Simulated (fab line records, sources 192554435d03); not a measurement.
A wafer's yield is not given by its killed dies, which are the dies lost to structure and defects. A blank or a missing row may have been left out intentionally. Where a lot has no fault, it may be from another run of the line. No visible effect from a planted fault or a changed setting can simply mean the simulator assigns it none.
Chamber matching ; flow n5-finfet ; rie-diel-03 running N5_BEOL_M9_STRIP_19: 4 sister chambers
The step strips in O2. 22 wafers are shown with their chamber, then 11 later ones without.

WAFERS PAIRED WITH THEIR CHAMBERS
wafer;chamber;drypump-motor-current-A (A);showerhead-plenum-p-Torr (Torr);throttle-valve-pct (%)
L077.3;3;5.9;2.15;17.05
L077.4;0;5.9;2.15;16.66
L077.5;2;5.6;2.13;17.00
L082.1;3;5.9;2.15;17.08
L082.3;1;6.4;2.14;16.88
L082.4;1;6.4;2.14;16.87
L083.2;0;5.9;2.15;16.66
L083.3;3;5.9;2.15;17.09
L083.6;3;5.9;2.15;17.09
L084.3;0;5.9;2.15;16.67
L084.5;0;5.9;2.15;16.67
L084.6;1;6.5;2.14;16.88
L085.1;0;5.9;2.15;16.67
L085.2;2;5.7;2.13;17.02
L085.6;1;6.4;2.14;16.90
L086.3;0;5.9;2.15;16.69
L086.4;2;5.7;2.13;17.05
L086.5;0;5.9;2.15;16.70
L087.3;2;5.6;2.13;17.07
L087.4;2;5.6;2.13;17.06
L087.5;0;5.9;2.15;16.72
L090.4;0;5.9;2.14;16.71

SIGNATURES (averages over the wafers above)
reading;chamber 0;chamber 1;chamber 2;chamber 3;scatter within a chamber
drypump-motor-current-A;5.900;6.425;5.640;5.900;0.0329
showerhead-plenum-p-Torr;2.1489;2.1400;2.1300;2.1500;0.00222
throttle-valve-pct;16.6833;16.8825;17.0400;17.0775;0.0223
Rule: for each reading, subtract the chamber's mean from the wafer's reading, divide by that reading's scatter and square the result; add these up over the readings and take the root, which gives the wafer's distance from the chamber. The wafer belongs to the nearest chamber; if the next one is less than 2 further off, it can't be placed. The scatter: the root of (the sum of the squares of (reading less its chamber's mean) over the shown wafers, divided by (wafers less chambers)).

WAFERS WITHOUT THEIR CHAMBER
wafer;drypump-motor-current-A (A);showerhead-plenum-p-Torr (Torr);throttle-valve-pct (%)
L090.5;5.9;2.14;16.65
L090.6;5.6;2.12;17.06
L089.2;5.9;2.14;16.62
L089.5;5.9;2.14;16.71
L089.6;5.9;2.14;16.64
L096.1;5.9;2.14;16.74
L096.3;6.4;2.14;16.43
L096.5;5.9;2.14;16.73
L097.2;5.9;2.14;16.67
L097.4;5.9;2.14;16.74
L097.5;5.9;2.14;16.66

WHICH CHAMBER EACH ONE RAN IN
wafer;from the rows above;in truth
L090.5;0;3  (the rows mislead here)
L090.6;2;2
L089.2;0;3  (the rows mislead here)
L089.5;0;0
L089.6;0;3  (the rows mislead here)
L096.1;0;0
L096.3;can't be placed: 0 or 1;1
L096.5;0;0
L097.2;0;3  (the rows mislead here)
L097.4;0;0
L097.5;0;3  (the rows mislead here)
5 of 11 placed correctly. Not placeable from these rows: 1 (in 1, the candidates include the true chamber). Placed wrongly: 5.
